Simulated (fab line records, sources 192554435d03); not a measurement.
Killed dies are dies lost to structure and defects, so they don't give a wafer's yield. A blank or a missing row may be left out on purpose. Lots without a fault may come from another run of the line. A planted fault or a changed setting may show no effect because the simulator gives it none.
Problem report in the 8D (eight disciplines) form, filled by code | flow n5_finfet | the parts of the form that need people (team, actions taken, sign-off) are left out

1. THE PROBLEM
plate_temp_C at N5_MOL_CONTACT_COAG_COAT_103 reads a mean of 238.37 C on 6 wafers of 2 lots; wafers without a fault read 250.00 C with a standard deviation of 0.17. That is -68 standard deviations from the usual mean.
The step: time 60 s, resist thk 80 nm.
First seen on wafer L643.1, day 6 12:23, on litho_track-03. The record holds 27 wafers of 9 lots with a number at this step. Rule for "out", or "out of limits": more than 4 standard deviations from the usual mean. The other wafers with a number count as sound.

2. WHAT IT IS AND WHAT IT IS NOT
question                    | is                                 | is not
which readings at this step | plate_temp_C, heater_power_total_W | -
which lots                  | L643, L645                         | L636, L638, L646, L653, L655, L657, L658
which wafers of those lots  | all that have a number             | -
read on which tools         | litho_track-03                     | litho_track-02, litho_track-05
when                        | from day 6 12:23                   | up to then (6 sound wafers); but 15 sound wafers of L646, L653, L655, L657, L658 came after

3. SUSPECTS, AND WHAT RULES EACH OUT
Counting: a tool at a process step up to the reading stays a suspect if it ran every lot that is out and no sound lot after the first of them.
- rie_diel-04 at N5_GATE_CUT_ETCH_19 (etches SiNx in CH3F/O2, target depth 53.7 nm, time 76.7 s): ruled out as a lasting fault. Sound lots L657 ran on it after its first lot that is out, L643 (day 6 08:44).
- litho_track-03 at N5_MOL_CONTACT_COAG_COAT_103 (time 60 s, resist thk 80 nm): ruled out as a lasting fault. Sound lots L655, L658 ran on it after its first lot that is out, L643 (day 6 12:23).
Left after counting: nothing in the record.

4. THE CAUSE (what the simulator had put in)
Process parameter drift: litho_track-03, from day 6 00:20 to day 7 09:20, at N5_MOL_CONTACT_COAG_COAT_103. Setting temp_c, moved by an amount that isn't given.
Counting ruled it out, wrongly.

5. THE CHAIN OF EFFECTS, in route order
Each row: a reading whose mean over the struck wafers that have a number lies more than 3 standard deviations from the usual. Only readings for which the record gives a usual standard deviation are gone through. hours: the time from each lot's start at the first step in this table that gives one to its start at this step, as a median over the lots. sigmas: the change in usual standard deviations.
hours | step                         | reading              | usual    | on struck wafers | change | sigmas
0     | N5_MOL_CONTACT_COAG_COAT_103 | heater_power_total_W | 500.4 W  | 472.3            | -28.1  | -15
0     | N5_MOL_CONTACT_COAG_COAT_103 | plate_temp_C         | 250.00 C | 238.37           | -11.63 | -68
The process steps in it:
- N5_MOL_CONTACT_COAG_COAT_103: time 60 s, resist thk 80 nm.
Later measuring or inspecting steps at which every struck wafer that the step has a row for has a number for every such reading, and none has moved that far: N5_BEOL_M4_RC_MEAS_101.

6. WHAT WOULD HAVE CAUGHT IT SOONER
In this record the first reading out of limits was taken at day 6 12:23, 12 hours after the fault began at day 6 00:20.
